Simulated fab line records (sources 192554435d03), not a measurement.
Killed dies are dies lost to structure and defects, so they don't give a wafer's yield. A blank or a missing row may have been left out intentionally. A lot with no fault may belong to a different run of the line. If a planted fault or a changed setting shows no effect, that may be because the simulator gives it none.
Which tool is to blame? -- flow n5-finfet -- 11 lots (32 wafers sampled), 1 step of a 1938-step route

## WHAT EACH GAUGE READ, for each wafer
N5_ILD0_THK_MEAS_08.
lot,measured,on,thk-nm (nm)
L403,day 3 19:52,film-metro-01,139.9 139.0 139.1
L404,day 4 00:37,film-metro-01,137.1 138.4 140.7
L405,day 4 08:01,film-metro-02,138.2 137.1 138.0
L406,day 4 13:45,film-metro-02,136.7 137.6 136.6
L407,day 4 21:29,film-metro-01,139.5 137.9 138.4
L408,day 5 06:16,film-metro-02,135.9 136.9
L409,day 5 10:28,film-metro-02,138.8 137.6 138.8
L418,day 7 12:17,film-metro-01,136.9 137.3 139.0
L420,day 7 23:27,film-metro-02,138.0 138.4 138.1
L422,day 8 17:13,film-metro-01,139.4 139.7 138.4
L423,day 8 20:05,film-metro-01,139.6 136.9 137.3

## WHAT TOOL EACH LOT RAN ON (gives the tool, then ch and the chambers of the sampled wafers, and finally the start)
Record: no process step prior to these readings.

## THE ANSWER, worked out from the rows above alone
Rule: the lots themselves supply what counts as usual. The widest of any qualifying gaps counts: lots, ordered by their means at a reading, are off when they make up no more than a third of the lots, leave a main group of 4 or more, and stand apart from it by 3 or more times the standard deviation of that group's means. A main group is skipped when, at the precision printed for the reading in the tables above, its means are all equal. A lot without any number at a reading at which 4 lots or more have one is off too. Where the step has rows for the other lots, those lots are counted as sound.
None of the lots is off at any reading shown; this tells nothing.

## WHAT THE SIMULATOR HAD INSERTED
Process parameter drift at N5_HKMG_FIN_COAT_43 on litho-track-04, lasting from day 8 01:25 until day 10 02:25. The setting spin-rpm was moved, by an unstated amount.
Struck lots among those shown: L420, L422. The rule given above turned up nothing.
